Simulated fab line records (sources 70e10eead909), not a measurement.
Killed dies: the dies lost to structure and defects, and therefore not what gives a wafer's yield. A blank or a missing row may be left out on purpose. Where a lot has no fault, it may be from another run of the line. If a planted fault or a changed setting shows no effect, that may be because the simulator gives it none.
fab line records	flow nand_harc	part 2 of 2: steps 5 to 6 of 6
record lots=22	wafers=66	last_day=33
route steps=1302 shown A_STAIRCASE@743
lots that met no fault: taken from a fault-free run of the same line
start_h: start of the lot's first displayed wafer, in hours after the record's first day	wait_h: time in hours since the lot's previous step	" same as the row above	L1.1+2: several wafers, shown together as one row	- either no value or no given start	* or withheld: withheld	< > ~ a bound
route shown NAME@n: NAME is a module with steps in the file, n the number in the route of the first one	usual: mean/standard deviation of fault-free wafers	same: alike in all rows	chamber/n: place in a boat	sites: the reading at each site	_std_site: the standard deviation of these	_edge_site: inner sites' mean taken away from outer sites' mean	radius_mm: how far each site lies from the wafer's centre	mask NAME#n: copy n	behind: the most recent tool/chamber to have shaped the wafer	hold: what put the lot on hold/how long, in hours/how the hold closed	device: transistor that didn't switch, given as n, p or np	end of line: the route-end tests of the same wafers	step lacking rows: just its recipe	killed: not the wafer's yield, but the dies lost to structure and defects at the first sort	map: dies across one wafer; x = killed, . = not, _ = none there
set.NAME: the setting the step ran with; set.NAME@STEP: the setting that earlier step ran with	model.NAME: the simulator's own value behind a step, which no gauge read
one table for each step of the route and one row for each wafer, over a sample of lots
services: from which hour (start_h, from the record's first day; less than 0 if before it) a tool's chamber was out of use, for how many hours, and why
## steps
# step NHARC_A_STAIRCASE_ETCH_313
# recipe cf4_flow_sccm=100	chf3_flow_sccm=30	ar_flow_sccm=0	rf_w=500	bias_w=200	chemistry=CF4/CHF3
# usual drypump_motor_current_A=5.8/0.46	oes_product_au=0.938/0.022	rf_vpp_V=371.6/2.2	showerhead_plenum_p_Torr=1.60/0.067	throttle_valve_pct=16.804/0.009
lot.wafer	tool	chamber	start_h	wait_h	drypump_motor_current_A	oes_product_au	rf_hours_counter_h	rf_vpp_V	showerhead_plenum_p_Torr	throttle_valve_pct
L074.1	rie_diel-01	1	379.07	0.1	5.7	0.967	59	372.1	1.62	16.812
L074.3	"	0	"	"	5.1	0.983	50	376.0	1.67	16.800
L074.5	"	2	"	"	6.5	0.964	-	368.8	1.55	16.802
L075.3	rie_diel-01	3	391.32	0.1	5.3	0.993	0	372.3	1.60	16.808
L075.4	"	1	"	"	5.7	0.971	0	372.3	1.61	16.807
L075.2	"	2	"	"	6.5	0.962	0	369.8	1.54	16.796
L076.1	rie_diel-01	1	404.73	0.1	5.7	0.964	3	371.2	1.61	16.793
L076.3	"	2	"	"	6.5	0.977	4	369.7	1.54	16.804
L076.4	"	3	"	"	5.3	0.974	5	372.5	1.60	16.803
L077.2	rie_diel-04	3	414.82	0.1	6.2	0.922	17	374.0	1.68	16.806
L077.5	"	2	"	"	5.6	0.924	-	368.5	1.52	16.811
L077.6	"	3	"	"	6.2	0.919	-	373.7	1.68	16.812
L078.1	rie_diel-04	1	424.42	2.9	6.1	0.943	22	368.5	1.51	16.806
L078.3	"	2	"	"	5.6	0.934	22	368.6	1.52	16.804
L078.2	"	0	"	"	5.5	0.916	20	370.5	1.59	16.805
L079.4	rie_diel-01	0	439.25	0.1	5.1	0.936	14	374.2	1.67	16.801
L079.1	"	2	"	"	6.5	0.923	14	369.6	1.54	16.800
L079.6	"	1	"	"	5.7	0.928	-	372.3	1.61	16.807
L080.4	rie_diel-01	3	441.22	0.1	5.3	0.926	17	372.5	1.59	16.808
L080.1	"	1	"	"	5.7	0.921	13	371.9	1.61	16.799
L080.6	"	3	"	"	5.3	0.920	-	371.9	1.59	16.815
L081.2	rie_diel-13	2	463.50	0.1	5.4	0.915	39	369.5	1.51	16.797
L081.1	"	3	"	"	5.9	0.931	41	373.4	1.69	16.804
L081.5	"	1	"	"	6.5	0.926	-	374.6	1.69	16.778
L082.3	rie_diel-13	2	469.27	0.1	5.4	0.909	42	368.4	1.51	16.805
L082.2	"	0	"	"	5.9	0.923	41	373.8	1.66	16.806
L082.6	"	1	"	"	6.5	0.937	-	374.1	1.69	16.804
L085.1	rie_diel-01	0	490.19	0.1	5.1	0.935	32	374.6	1.66	16.811
L085.2	"	3	"	"	5.3	0.934	34	370.9	1.59	16.800
L085.6	"	0	"	"	5.1	0.936	-	374.0	1.66	16.803
L084.2	rie_diel-13	1	490.72	0.1	6.5	0.929	45	373.0	1.69	16.823
L084.1	"	3	"	"	5.9	0.926	53	373.8	1.69	16.807
L084.4	"	0	"	"	5.9	0.930	47	372.4	1.66	16.790
L086.1	rie_diel-04	2	498.02	0.1	5.6	0.924	45	368.3	1.52	16.802
L086.2	"	3	"	"	6.2	0.928	41	373.3	1.67	16.829
L086.5	"	2	"	"	5.6	0.931	-	369.8	1.52	16.802
L088.1	rie_diel-01	0	519.26	0.1	5.1	0.945	41	372.8	1.66	16.803
L088.2	"	1	"	"	5.7	0.933	39	371.3	1.61	16.809
L088.3	"	3	"	"	5.3	0.933	42	371.2	1.59	16.798
L087.3	rie_diel-01	1	523.50	0.1	5.7	0.929	40	371.5	1.61	16.816
L087.6	"	3	"	"	5.3	0.934	-	371.1	1.59	16.796
L087.5	"	0	"	"	5.1	0.939	-	374.0	1.66	16.805
L090.2	rie_diel-01	1	539.20	0.1	5.7	0.928	48	371.4	1.60	16.811
L090.1	"	2	"	"	6.5	0.926	50	368.9	1.53	16.807
L090.5	"	0	"	"	5.1	0.940	-	372.3	1.66	16.803
L089.4	rie_diel-04	2	546.89	0.1	5.6	0.988	1	368.7	1.51	16.802
L089.1	"	1	"	"	6.1	0.991	0	367.4	1.50	16.806
L089.6	"	2	"	"	5.6	0.990	-	368.5	1.51	16.819
L091.2	rie_diel-04	0	569.00	0.1	5.5	0.922	5	372.2	1.58	16.790
L091.6	"	3	"	"	6.2	0.931	-	374.4	1.67	16.796
L091.5	"	0	"	"	5.5	0.919	-	370.4	1.58	16.786
L092.3	rie_diel-13	0	571.08	0.1	5.9	0.923	15	372.8	1.65	16.792
L092.1	"	3	"	"	5.9	0.955	18	374.8	1.68	16.794
L092.6	"	0	"	"	5.9	0.918	-	371.6	1.65	16.819
L094.1	rie_diel-04	3	585.81	0.1	6.2	0.935	14	373.2	1.67	16.790
L094.5	"	1	"	"	6.1	0.931	-	368.9	1.49	16.801
L094.6	"	2	"	"	5.6	0.945	-	368.7	1.51	16.790
L093.4	rie_diel-13	2	586.05	0.1	5.4	0.901	26	368.0	1.50	16.804
L093.3	"	1	"	"	6.5	0.909	20	373.5	1.68	16.816
L093.5	"	3	"	"	5.9	0.928	-	374.1	1.68	16.811
L095.2	rie_diel-13	0	596.48	0.1	5.9	0.957	25	371.4	1.65	16.791
L095.3	"	2	"	"	5.4	0.950	30	368.6	1.50	16.804
L095.1	"	3	"	"	5.9	0.988	29	372.9	1.68	16.796
L097.1	rie_diel-04	3	608.44	0.1	6.1	0.954	19	372.5	1.67	16.806
L097.4	"	1	"	"	6.1	0.948	18	369.3	1.49	16.809
L097.5	"	3	"	"	6.2	0.955	-	372.5	1.67	16.805
# step NHARC_A_STAIRCASE_STRIP_316
# recipe o2_flow_sccm=500	ar_flow_sccm=0	bias_w=0	chemistry=O2
# usual drypump_motor_current_A=5.8/0.47	oes_product_au=1.002/0.011	rf_vpp_V=57.9/0.79	showerhead_plenum_p_Torr=3.58/0.15	throttle_valve_pct=17.036/0.009
lot.wafer	tool	chamber	start_h	wait_h	drypump_motor_current_A	oes_product_au	rf_hours_counter_h	rf_vpp_V	showerhead_plenum_p_Torr	throttle_valve_pct
L074.3	rie_diel-01	2	-	-	6.5	1.015	57	58.6	3.46	17.042
L074.1	"	0	"	"	5.1	0.997	51	57.9	3.74	17.044
L074.5	"	2	"	"	6.5	1.018	-	58.0	3.46	17.041
L075.2	rie_diel-01	2	-	-	6.6	0.989	2	58.8	3.46	17.030
L075.4	"	3	"	"	5.3	1.012	2	57.3	3.58	17.027
L075.3	"	1	"	"	5.7	0.991	1	56.5	3.62	17.049
L076.3	rie_diel-01	2	-	-	6.5	0.998	5	57.0	3.46	17.026
L076.4	"	0	"	"	5.1	1.015	4	57.9	3.74	17.034
L076.1	"	1	"	"	5.7	1.001	3	58.4	3.62	17.042
L077.2	rie_diel-04	1	-	-	6.1	1.008	17	58.5	3.38	17.054
L077.6	"	0	"	"	5.5	0.989	-	57.9	3.56	17.032
L077.5	"	1	"	"	6.1	1.008	-	57.7	3.38	17.039
L078.2	rie_diel-04	1	-	-	6.1	1.025	22	57.0	3.38	17.036
L078.3	"	2	"	"	5.6	1.018	23	58.3	3.41	17.039
L078.1	"	0	"	"	5.5	0.982	20	58.2	3.55	17.035
L079.4	rie_diel-01	3	-	-	5.4	1.006	17	57.8	3.57	17.037
L079.1	"	2	"	"	6.5	0.994	15	58.8	3.46	17.037
L079.6	"	3	"	"	5.3	1.003	-	58.8	3.57	17.028
L080.1	rie_diel-01	2	-	-	6.5	0.992	15	57.4	3.46	17.029
L080.4	"	0	"	"	5.1	1.032	15	58.4	3.73	17.044
L080.6	"	3	"	"	5.3	1.002	-	58.4	3.57	17.052
L081.1	rie_diel-13	2	-	-	5.4	0.994	39	56.9	3.38	17.036
L081.2	"	1	"	"	6.5	1.003	34	58.0	3.79	17.029
L081.5	"	3	"	"	5.9	1.005	-	60.2	3.78	17.052
L082.3	rie_diel-13	0	-	-	5.9	0.997	41	58.0	3.72	17.033
L082.2	"	1	"	"	6.6	1.012	37	58.7	3.79	17.031
L082.6	"	1	"	"	6.5	1.004	-	58.9	3.79	17.044
L085.1	rie_diel-01	2	-	-	6.5	1.003	32	57.1	3.45	17.036
L085.2	"	0	"	"	5.1	1.012	32	58.5	3.72	17.031
L085.6	"	2	"	"	6.5	0.989	-	57.3	3.45	17.036
L084.1	rie_diel-13	1	-	-	6.5	1.005	45	57.5	3.78	17.043
L084.4	"	3	"	"	5.9	1.002	54	56.2	3.78	17.024
L084.2	"	0	"	"	5.9	1.016	48	59.3	3.71	17.034
L086.2	rie_diel-04	1	-	-	6.1	1.016	42	56.7	3.37	17.032
L086.1	"	3	"	"	6.2	1.015	42	57.7	3.75	17.042
L086.5	"	1	"	"	6.1	1.024	-	57.0	3.37	17.035
L088.1	rie_diel-01	3	-	-	5.3	1.014	42	58.6	3.56	17.049
L088.3	"	0	"	"	5.1	1.015	41	58.2	3.72	17.038
L088.2	"	2	"	"	6.5	1.003	41	57.8	3.44	17.032
L087.3	rie_diel-01	1	-	-	5.7	0.997	40	57.2	3.60	17.040
L087.5	"	1	"	"	5.7	1.006	-	57.6	3.60	17.021
L087.6	"	2	"	"	6.5	0.986	-	57.5	3.44	17.037
L090.2	rie_diel-01	1	-	-	5.7	0.989	48	57.1	3.59	17.041
L090.1	"	2	"	"	6.6	1.002	51	58.4	3.44	17.042
L090.5	"	0	"	"	5.1	1.012	-	56.0	3.72	17.021
L089.1	rie_diel-04	1	-	-	6.1	1.000	1	57.3	3.36	17.032
L089.4	"	2	"	"	5.6	1.005	1	57.1	3.40	17.031
L089.6	"	2	"	"	5.6	1.007	-	56.8	3.40	17.034
L091.2	rie_diel-04	0	-	-	5.5	0.998	6	56.9	3.53	17.030
L091.6	"	0	"	"	5.5	1.004	-	57.5	3.53	17.011
L091.5	"	1	"	"	6.1	1.008	-	58.4	3.35	17.037
L092.3	rie_diel-13	2	-	-	5.4	0.978	22	57.7	3.36	17.041
L092.1	"	3	"	"	5.9	0.994	19	58.1	3.76	17.025
L092.6	"	1	"	"	6.5	0.990	-	59.6	3.77	17.041
L094.1	rie_diel-04	2	-	-	5.6	1.022	14	57.5	3.39	17.060
L094.6	"	2	"	"	5.6	1.010	-	58.5	3.39	17.052
L094.5	"	3	"	"	6.2	1.001	-	59.5	3.74	17.030
L093.3	rie_diel-13	3	-	-	5.9	1.006	24	56.5	3.76	17.037
L093.4	"	0	"	"	6.0	0.992	20	57.6	3.70	17.025
L093.5	"	0	"	"	6.0	1.005	-	59.1	3.70	17.039
L095.3	rie_diel-13	1	-	-	6.5	0.983	24	59.3	3.76	17.029
L095.2	"	2	"	"	5.4	0.988	30	57.9	3.36	17.031
L095.1	"	3	"	"	5.9	1.005	30	57.1	3.76	17.032
L097.4	rie_diel-04	3	-	-	6.2	1.005	20	57.1	3.74	17.042
L097.1	"	0	"	"	5.5	1.007	19	56.2	3.52	17.025
L097.5	"	3	"	"	6.2	1.000	-	57.9	3.74	17.026
## services
tool	chamber	start_h	hours	kind
rie_diel-01	0	337.49	-	clean
rie_diel-01	1	337.49	-	clean
rie_diel-01	2	337.49	-	clean
rie_diel-01	3	337.49	-	clean
rie_diel-13	-	342.00	9.0	pm
rie_diel-01	0	343.32	14.5	repair
rie_diel-04	-	354.90	9.0	pm
pecvd-01	1	369.20	8.6	repair
rie_diel-01	-	382.24	9.0	pm
pecvd-02	-	408.00	13.0	pm
rie_diel-04	-	448.83	3.5	repair
pecvd-04	-	450.12	13.0	pm
rie_diel-04	3	482.35	7.4	repair
pecvd-02	2	489.18	2.3	repair
pecvd-01	-	492.12	13.0	pm
rie_diel-04	3	500.76	14.2	repair
rie_diel-04	2	501.11	10.8	repair
rie_diel-04	-	533.65	9.0	pm
rie_diel-13	3	543.83	9.8	repair
pecvd-04	1	558.47	12.2	repair
rie_diel-01	-	559.24	9.0	pm
pecvd-02	1	564.06	4.1	repair
pecvd-01	2	568.56	2.2	repair
pecvd-02	-	589.09	13.0	pm
